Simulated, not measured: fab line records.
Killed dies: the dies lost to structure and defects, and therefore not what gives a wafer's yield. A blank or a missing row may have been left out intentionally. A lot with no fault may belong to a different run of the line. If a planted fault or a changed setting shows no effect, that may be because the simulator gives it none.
Which of the tools did it?	flow n5_finfet	66 wafers from 22 lots sampled at 6 of the route's 1938 steps

WHAT EACH GAUGE READ, for each wafer
The record holds no reading of a measuring or inspecting step that can be judged against a usual standard deviation.

WHICH TOOL RAN EACH LOT (tool, then ch and the chambers of the sampled wafers, then the start)
lot	N5_BEOL_M14_STRIP_63	N5_BEOL_M14_DESCUM_33	N5_BEOL_M14_ETCH_68	N5_BEOL_M14_PRE_CLEAN_42	N5_BEOL_M14_ANNEAL_48	N5_BEOL_M15_ETCH_61
L076	rie_diel-04 ch 0,2,3, day 11 01:49 or earlier	rie_diel-05 ch 1,2, day 11 01:49	rie_diel-05 ch 1,2, day 11 02:00	pvd_sputter-01, day 11 07:11	rtp_anneal-01 ch 0, day 11 07:41	rie_diel-01 ch 0,3, day 11 10:46
L075	rie_diel-03 ch 0,2,3, day 11 05:19 or earlier	rie_diel-05 ch 1,2,3, day 11 05:19	rie_diel-05 ch 1,2,3, day 11 05:30	pvd_sputter-01, day 11 14:19	rtp_anneal-02 ch 0, day 11 15:21	rie_diel-01 ch 0,1,3, day 11 18:54
L077	rie_diel-04 ch 0,3, day 11 10:32 or earlier	rie_diel-05 ch 1,3, day 11 10:32	rie_diel-05 ch 1,3, day 11 10:43	pvd_sputter-02, day 11 15:06	rtp_anneal-01 ch 0, day 11 15:49	rie_diel-01 ch 0,1,3, day 11 19:18
L078	rie_diel-04 ch 0,1,3, day 12 06:13 or earlier	rie_diel-03 ch 1,2, day 12 06:13	rie_diel-03 ch 1,2, day 12 06:23	pvd_sputter-01, day 12 07:57	rtp_anneal-02 ch 0, day 12 08:31	rie_diel-01 ch 0,2,3, day 12 11:52
L079	rie_diel-05 ch 0,1,2, day 12 18:12 or earlier	rie_diel-05 ch 0,2, day 12 18:12	rie_diel-05 ch 0,2, day 12 18:23	pvd_sputter-02, day 12 19:35	rtp_anneal-02 ch 0, day 12 20:42	rie_diel-02 ch 1,2,3, day 13 00:01
L080	rie_diel-04 ch 0,1,3, day 12 20:28 or earlier	rie_diel-04 ch 0,1,3, day 12 20:28	rie_diel-04 ch 0,1,3, day 12 20:45	pvd_sputter-03, day 12 22:08	rtp_anneal-01 ch 0, day 12 22:46	rie_diel-06 ch 0,2,3, day 13 02:01
L081	rie_diel-04 ch 1,3, day 12 22:48 or earlier	rie_diel-03 ch 0,2, day 12 22:48	rie_diel-03 ch 0,2, day 12 22:59	pvd_sputter-03, day 13 05:30	rtp_anneal-01 ch 0, day 13 06:29	rie_diel-01 ch 0,2,3, day 13 09:41
L084	rie_diel-05 ch 0,2, day 13 11:29 or earlier	rie_diel-05 ch 0,2, day 13 11:29	rie_diel-05 ch 0,2, day 13 11:40	pvd_sputter-02, day 13 12:31	rtp_anneal-02 ch 0, day 13 13:20	rie_diel-06 ch 0,1,3, day 13 16:27
L082	rie_diel-03 ch 1,3, day 13 14:32 or earlier	rie_diel-04 ch 2,3, day 13 14:32	rie_diel-04 ch 2,3, day 13 14:43	pvd_sputter-01, day 13 16:30	rtp_anneal-02 ch 0, day 13 17:01	rie_diel-02 ch 1,3, day 13 20:18
L083	rie_diel-03 ch 0,2,3, day 13 14:56 or earlier	rie_diel-03 ch 0,3, day 13 14:56	rie_diel-03 ch 0,3, day 13 15:07	pvd_sputter-03, day 13 16:37	rtp_anneal-02 ch 0, day 13 17:19	rie_diel-02 ch 0,1, day 13 20:40
L085	rie_diel-03 ch 0,1, day 14 05:16 or earlier	rie_diel-05 ch 2,3, day 14 05:16	rie_diel-05 ch 2,3, day 14 05:27	pvd_sputter-02, day 14 11:10	rtp_anneal-01 ch 0, day 14 11:53	rie_diel-06 ch 0,1, day 14 15:11
L087	rie_diel-05 ch 0,2,3, day 14 13:30 or earlier	rie_diel-05 ch 1,2, day 14 13:30	rie_diel-05 ch 1,2, day 14 13:41	pvd_sputter-02, day 14 14:53	rtp_anneal-02 ch 0, day 14 15:23	rie_diel-01 ch 0,3, day 14 18:58
L089	rie_diel-05 ch 0,2, day 14 18:53 or earlier	rie_diel-05 ch 0,2,3, day 14 18:53	rie_diel-05 ch 0,2,3, day 14 19:04	pvd_sputter-01, day 14 23:00	rtp_anneal-01 ch 0, day 14 23:31	rie_diel-06 ch 0,1,2, day 15 02:26
L086	rie_diel-05 ch 0,2,3, day 15 03:05 or earlier	rie_diel-04 ch 2,3, day 15 03:05	rie_diel-04 ch 2,3, day 15 03:16	pvd_sputter-01, day 15 04:29	rtp_anneal-02 ch 0, day 15 04:59	rie_diel-02 ch 0,1,3, day 15 08:44
L088	rie_diel-04 ch 0,1,3, day 15 11:26 or earlier	rie_diel-04 ch 0,2,3, day 15 11:26	rie_diel-04 ch 0,2,3, day 15 11:37	pvd_sputter-02, day 15 12:29	rtp_anneal-01 ch 0, day 15 13:04	rie_diel-06 ch 0,2, day 15 16:14
L090	rie_diel-03 ch 0,3, day 15 13:26 or earlier	rie_diel-05 ch 0,1,3, day 15 13:26	rie_diel-05 ch 0,1,3, day 15 13:37	pvd_sputter-03, day 15 17:26	rtp_anneal-02 ch 0, day 15 18:35	rie_diel-06 ch 0,2,3, day 15 21:32
L092	rie_diel-03 ch 0,1, day 15 20:17 or earlier	rie_diel-05 ch 0,2,3, day 15 20:17	rie_diel-05 ch 0,2,3, day 15 20:28	pvd_sputter-01, day 15 21:19	rtp_anneal-02 ch 0, day 15 21:53	rie_diel-02 ch 0,3, day 16 00:53
L091	rie_diel-04 ch 1,2, day 15 21:12 or earlier	rie_diel-03 ch 0,2,3, day 15 21:12	rie_diel-03 ch 0,2,3, day 15 21:23	pvd_sputter-02, day 15 23:57	rtp_anneal-02 ch 0, day 16 00:28	rie_diel-01 ch 0,2, day 16 03:34
L093	rie_diel-04 ch 2,3, day 16 17:11 or earlier	rie_diel-03 ch 1,2,3, day 16 17:11	rie_diel-03 ch 1,2,3, day 16 17:22	pvd_sputter-02, day 16 18:09	rtp_anneal-01 ch 0, day 16 18:40	rie_diel-02 ch 0,1,3, day 16 21:38
L094	rie_diel-03 ch 1,2,3, day 16 20:46 or earlier	rie_diel-03 ch 2,3, day 16 20:46	rie_diel-03 ch 2,3, day 16 20:57	pvd_sputter-02, day 16 23:10	rtp_anneal-01 ch 0, day 16 23:56	rie_diel-01 ch 1,3, day 17 03:13
L097	rie_diel-03 ch 1,2,3, day 16 21:32 or earlier	rie_diel-03 ch 0,2,3, day 16 21:32	rie_diel-03 ch 0,2,3, day 16 21:43	pvd_sputter-01, day 16 23:19	rtp_anneal-02 ch 0, day 16 23:57	rie_diel-02 ch 1,2,3, day 17 03:31
L096	rie_diel-05 ch 2,3, day 17 05:56 or earlier	rie_diel-05 ch 1,2,3, day 17 05:56	rie_diel-05 ch 1,2,3, day 17 06:07	pvd_sputter-03, day 17 08:19	rtp_anneal-01 ch 0, day 17 09:05	rie_diel-06 ch 0,1,3, day 17 12:25
- N5_BEOL_M14_STRIP_63: strips in O2.
- N5_BEOL_M14_DESCUM_33: chemistry O2, time 7.9 s.
- N5_BEOL_M14_ETCH_68: etches SOC in N2/H2, time 450 s.
- N5_BEOL_M14_PRE_CLEAN_42: time 30 s.
- N5_BEOL_M14_ANNEAL_48: time 90 s.
- N5_BEOL_M15_ETCH_61: etches BARC in N2/H2, target depth 89 nm, overetch 26.7 nm, time 67.9 s.

AS READ BY THE TOOLS THEMSELVES (means over the sampled wafers that have a number; for cases with no such wafer, the mark the record gives instead)
N5_BEOL_M14_STRIP_63.
lot	tool	drypump_motor_current_A (A)	oes_product_au (a.u.)	rf_vpp_V (V)	showerhead_plenum_p_Torr (Torr)	throttle_valve_pct (%)
L076	rie_diel-04	6.4	0.71	3.8	2.07	16.66
L075	rie_diel-03	5.6	0.75	2.9	2.09	16.90
L077	rie_diel-04	6.4	0.72	3.6	2.12	16.57
L078	rie_diel-04	6.2	0.80	3.6	2.11	16.44
L079	rie_diel-05	5.6	0.86	3.8	2.18	16.42
L080	rie_diel-04	6.3	0.79	3.6	2.11	16.44
L081	rie_diel-04	6.1	0.88	3.5	2.11	16.32
L084	rie_diel-05	5.9	0.92	3.1	2.24	16.34
L082	rie_diel-03	6.2	0.83	3.4	2.02	16.47
L083	rie_diel-03	5.6	0.83	3.4	2.08	16.79
L085	rie_diel-03	6.2	0.76	3.9	2.04	16.55
L087	rie_diel-05	5.9	0.92	3.2	2.20	16.26
L089	rie_diel-05	5.9	0.90	3.3	2.24	16.34
L086	rie_diel-05	6.0	0.89	2.7	2.20	16.24
L088	rie_diel-04	6.3	0.85	3.7	2.10	16.34
L090	rie_diel-03	5.4	0.77	3.4	2.04	16.77
L092	rie_diel-03	5.7	0.71	3.3	2.05	16.73
L091	rie_diel-04	6.2	0.89	2.9	2.11	16.35
L093	rie_diel-04	6.2	0.84	4.8	2.02	16.54
L094	rie_diel-03	6.0	0.82	4.1	2.05	16.68
L097	rie_diel-03	6.0	0.82	4.6	2.05	16.68
L096	rie_diel-05	6.0	0.87	3.5	2.18	16.36

N5_BEOL_M14_DESCUM_33.
lot	tool	drypump_motor_current_A (A)	oes_product_au (a.u.)	rf_vpp_V (V)	showerhead_plenum_p_Torr (Torr)	throttle_valve_pct (%)
L076	rie_diel-05	5.6	0.89	243.9	2.18	20.26
L075	rie_diel-05	5.7	0.78	243.1	2.14	20.20
L077	rie_diel-05	5.4	0.69	243.9	2.08	20.17
L078	rie_diel-03	6.4	0.89	242.9	2.06	20.27
L079	rie_diel-05	5.9	0.95	245.6	2.23	20.20
L080	rie_diel-04	6.3	0.78	242.9	2.10	20.19
L081	rie_diel-03	5.8	0.88	243.1	2.12	20.63
L084	rie_diel-05	5.9	0.93	244.3	2.23	20.22
L082	rie_diel-04	6.1	0.82	241.3	2.01	20.22
L083	rie_diel-03	5.5	0.78	242.8	2.04	20.49
L085	rie_diel-05	6.0	0.93	244.8	2.19	20.12
L087	rie_diel-05	5.3	0.74	243.1	2.11	20.27
L089	rie_diel-05	6.0	0.91	245.0	2.19	20.01
L086	rie_diel-04	6.3	0.86	243.0	2.01	20.24
L088	rie_diel-04	6.3	0.87	242.4	2.06	20.18
L090	rie_diel-05	5.7	0.92	243.7	2.13	19.86
L092	rie_diel-05	6.0	0.88	244.4	2.19	20.03
L091	rie_diel-03	5.6	0.79	243.5	2.07	20.59
L093	rie_diel-03	6.0	0.82	243.3	2.05	20.45
L094	rie_diel-03	5.6	0.83	242.1	2.06	20.56
L097	rie_diel-03	5.6	0.89	243.5	2.07	20.52
L096	rie_diel-05	5.7	0.88	243.4	2.13	20.00

N5_BEOL_M14_ETCH_68.
lot	tool	drypump_motor_current_A (A)	h2_flow_sccm (sccm)	oes_product_au (a.u.)	rf_vpp_V (V)	showerhead_plenum_p_Torr (Torr)	throttle_valve_pct (%)
L076	rie_diel-05	5.6	200.3	0.88	526.7	2.65	17.69
L075	rie_diel-05	5.7	199.4	0.78	526.2	2.61	17.64
L077	rie_diel-05	5.4	199.8	0.69	523.8	2.54	17.64
L078	rie_diel-03	6.4	200.9	0.88	523.1	2.51	17.68
L079	rie_diel-05	6.0	199.7	0.93	527.9	2.72	17.58
L080	rie_diel-04	6.2	200.3	0.79	524.3	2.55	17.50
L081	rie_diel-03	5.8	200.3	0.87	524.1	2.56	17.96
L084	rie_diel-05	5.9	200.1	0.93	528.2	2.71	17.61
L082	rie_diel-04	6.2	199.8	0.82	521.1	2.45	17.67
L083	rie_diel-03	5.5	199.7	0.79	522.0	2.48	17.83
L085	rie_diel-05	6.0	200.1	0.91	526.8	2.67	17.53
L087	rie_diel-05	5.3	199.6	0.76	524.6	2.57	17.74
L089	rie_diel-05	6.0	200.2	0.90	527.7	2.67	17.40
L086	rie_diel-04	6.3	199.7	0.85	521.4	2.48	17.72
L088	rie_diel-04	6.4	200.1	0.86	522.7	2.51	17.56
L090	rie_diel-05	5.7	200.0	0.91	525.4	2.60	17.28
L092	rie_diel-05	6.0	200.3	0.90	527.7	2.66	17.43
L091	rie_diel-03	5.6	199.6	0.79	523.5	2.52	17.93
L093	rie_diel-03	6.0	200.2	0.82	522.5	2.51	17.84
L094	rie_diel-03	5.7	199.9	0.82	522.0	2.50	17.94
L097	rie_diel-03	5.6	200.3	0.89	522.5	2.51	17.83
L096	rie_diel-05	5.7	199.4	0.89	525.0	2.59	17.42

N5_BEOL_M14_PRE_CLEAN_42.
lot	tool	heater_power_w (W)
L076	pvd_sputter-01	445
L075	pvd_sputter-01	457
L077	pvd_sputter-02	451
L078	pvd_sputter-01	466
L079	pvd_sputter-02	443
L080	pvd_sputter-03	486
L081	pvd_sputter-03	524
L084	pvd_sputter-02	425
L082	pvd_sputter-01	459
L083	pvd_sputter-03	479
L085	pvd_sputter-02	446
L087	pvd_sputter-02	453
L089	pvd_sputter-01	470
L086	pvd_sputter-01	458
L088	pvd_sputter-02	424
L090	pvd_sputter-03	485
L092	pvd_sputter-01	473
L091	pvd_sputter-02	435
L093	pvd_sputter-02	441
L094	pvd_sputter-02	429
L097	pvd_sputter-01	447
L096	pvd_sputter-03	480

N5_BEOL_M14_ANNEAL_48.
lot	tool	wafer_temp_C_max
L076	rtp_anneal-01	226.02
L075	rtp_anneal-02	225.98
L077	rtp_anneal-01	225.98
L078	rtp_anneal-02	225.95
L079	rtp_anneal-02	225.98
L080	rtp_anneal-01	225.90
L081	rtp_anneal-01	225.94
L084	rtp_anneal-02	225.71
L082	rtp_anneal-02	226.30
L083	rtp_anneal-02	225.52
L085	rtp_anneal-01	225.95
L087	rtp_anneal-02	225.86
L089	rtp_anneal-01	225.91
L086	rtp_anneal-02	226.41
L088	rtp_anneal-01	225.98
L090	rtp_anneal-02	226.01
L092	rtp_anneal-02	226.09
L091	rtp_anneal-02	226.29
L093	rtp_anneal-01	226.16
L094	rtp_anneal-01	225.97
L097	rtp_anneal-02	226.18
L096	rtp_anneal-01	225.79

N5_BEOL_M15_ETCH_61.
lot	tool	drypump_motor_current_A (A)	h2_flow_sccm (sccm)	oes_product_au (a.u.)	rf_vpp_V (V)	showerhead_plenum_p_Torr (Torr)	throttle_valve_pct (%)
L076	rie_diel-01	5.34	200.7	0.66	522.7	2.47	17.95
L075	rie_diel-01	5.36	199.8	0.71	523.0	2.53	17.78
L077	rie_diel-01	5.36	200.0	0.71	523.2	2.53	17.77
L078	rie_diel-01	5.46	199.8	0.72	522.8	2.52	17.93
L079	rie_diel-02	5.61	200.0	0.66	522.3	2.48	17.74
L080	rie_diel-06	5.70	200.7	0.71	524.9	2.60	17.70
L081	rie_diel-01	5.44	199.9	0.71	523.7	2.52	17.94
L084	rie_diel-06	5.68	199.7	0.69	524.2	2.56	17.75
L082	rie_diel-02	5.57	200.8	0.66	521.3	2.45	17.92
L083	rie_diel-02	5.49	200.0	0.70	522.6	2.51	17.84
L085	rie_diel-06	5.46	199.1	0.65	523.1	2.50	17.97
L087	rie_diel-01	5.25	200.0	0.67	523.0	2.51	17.97
L089	rie_diel-06	5.51	199.4	0.65	523.9	2.54	17.93
L086	rie_diel-02	5.36	199.7	0.67	521.7	2.49	17.87
L088	rie_diel-06	5.56	200.2	0.65	525.5	2.58	17.91
L090	rie_diel-06	5.69	200.1	0.68	525.2	2.59	17.75
L092	rie_diel-02	5.17	200.6	0.70	523.5	2.53	17.80
L091	rie_diel-01	5.53	200.6	0.67	522.0	2.47	17.98
L093	rie_diel-02	5.36	200.2	0.67	522.5	2.48	17.88
L094	rie_diel-01	5.39	200.1	0.73	525.7	2.57	17.63
L097	rie_diel-02	5.61	199.8	0.64	522.4	2.47	17.80
L096	rie_diel-06	5.65	199.7	0.75	523.5	2.54	17.65

THE ANSWER, worked out from the rows above alone
Rule: the lots themselves supply what counts as usual. The widest of any qualifying gaps counts: lots, ordered by their means at a reading, are off when they make up no more than a third of the lots, leave a main group of 4 or more, and stand apart from it by 3 or more times the standard deviation of that group's means. A main group whose means are all the same, to the digits that the tables above print for the reading, isn't used. A lot without any number at a reading at which 4 lots or more have one is off too. All remaining lots with rows at the step are treated as sound. Order of review: gauges by route order, followed by the tools' own readings, for which a lot's mean as printed above is used. At the first step where some lot is off, the reading lying furthest off is the one used; lots without a number count as furthest.
None of the lots is off at any reading shown; this tells nothing.

WHAT THE SIMULATOR HAD PUT IN
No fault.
